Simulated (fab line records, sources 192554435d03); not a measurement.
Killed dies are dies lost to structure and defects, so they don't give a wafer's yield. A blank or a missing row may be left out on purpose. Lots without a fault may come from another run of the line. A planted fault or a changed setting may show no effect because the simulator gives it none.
Chamber matching | flow n5_finfet | N5_FIN_SAQP_SPACER1_ALD_24 on ald_sin-04: 4 sister chambers
The step deposits SiO2, target thk 20.3 nm, pulse time 1 s, purge time 2 s. 16 wafers are shown with their chamber, then 8 later ones without.

WAFERS WITH THEIR CHAMBER
wafer  | chamber | heater_power_w (W) | precursor_pulse_height_rel
L075.1 | 3       | 494                | 0.997
L075.2 | 1       | 440                | 0.963
L075.3 | 0       | 495                | 1.005
L075.4 | 2       | 503                | 0.989
L075.5 | 1       | 450                | 1.035
L075.6 | 2       | 502                | 0.984
L076.1 | 1       | 460                | 1.017
L076.2 | 0       | 484                | 0.999
L076.4 | 3       | 484                | 0.998
L078.2 | 3       | 481                | 0.996
L078.3 | 1       | 440                | 1.001
L078.5 | 0       | 493                | 1.023
L081.2 | 3       | 486                | 0.976
L081.3 | 1       | 442                | 1.017
L081.6 | 2       | 518                | 1.015
L088.1 | 2       | 499                | 1.004

SIGNATURES (means of the wafers above)
reading                    | chamber 0 | chamber 1 | chamber 2 | chamber 3 | scatter within a chamber
heater_power_w             | 490.67    | 446.40    | 505.50    | 486.25    | 7.51
precursor_pulse_height_rel | 1.00900   | 1.00660   | 0.99800   | 0.99175   | 0.0187
Rule: a wafer's distance from a chamber is the root of the sum, over the readings, of the square of ((its reading less the chamber's mean) divided by the reading's scatter). The wafer belongs to the nearest chamber; if the next one is less than 2 further off, it can't be placed. The scatter: the root of (the sum of the squares of (reading less its chamber's mean) over the shown wafers, divided by (wafers less chambers)).

WAFERS WITHOUT THEIR CHAMBER
wafer  | heater_power_w (W) | precursor_pulse_height_rel
L088.3 | 458                | 0.996
L088.6 | 450                | 1.013
L092.2 | 453                | 0.980
L092.4 | 479                | 0.989
L092.5 | 496                | 1.011
L097.2 | 449                | 0.995
L097.3 | 473                | 1.001
L097.4 | 474                | 1.006

WHICH CHAMBER EACH WENT THROUGH
wafer  | from the rows above          | in truth
L088.3 | 1                            | 1
L088.6 | 1                            | 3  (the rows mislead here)
L092.2 | 1                            | 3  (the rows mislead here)
L092.4 | can't be placed: 3 or 0      | 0
L092.5 | can't be placed: 0 or 2 or 3 | 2
L097.2 | 1                            | 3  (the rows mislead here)
L097.3 | can't be placed: 3 or 0 or 1 | 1
L097.4 | can't be placed: 3 or 0 or 1 | 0
Placed correctly: 1 of 8. Can't be placed from these rows: 4 (the true chamber is among the candidates in 4). Placed wrongly: 3.
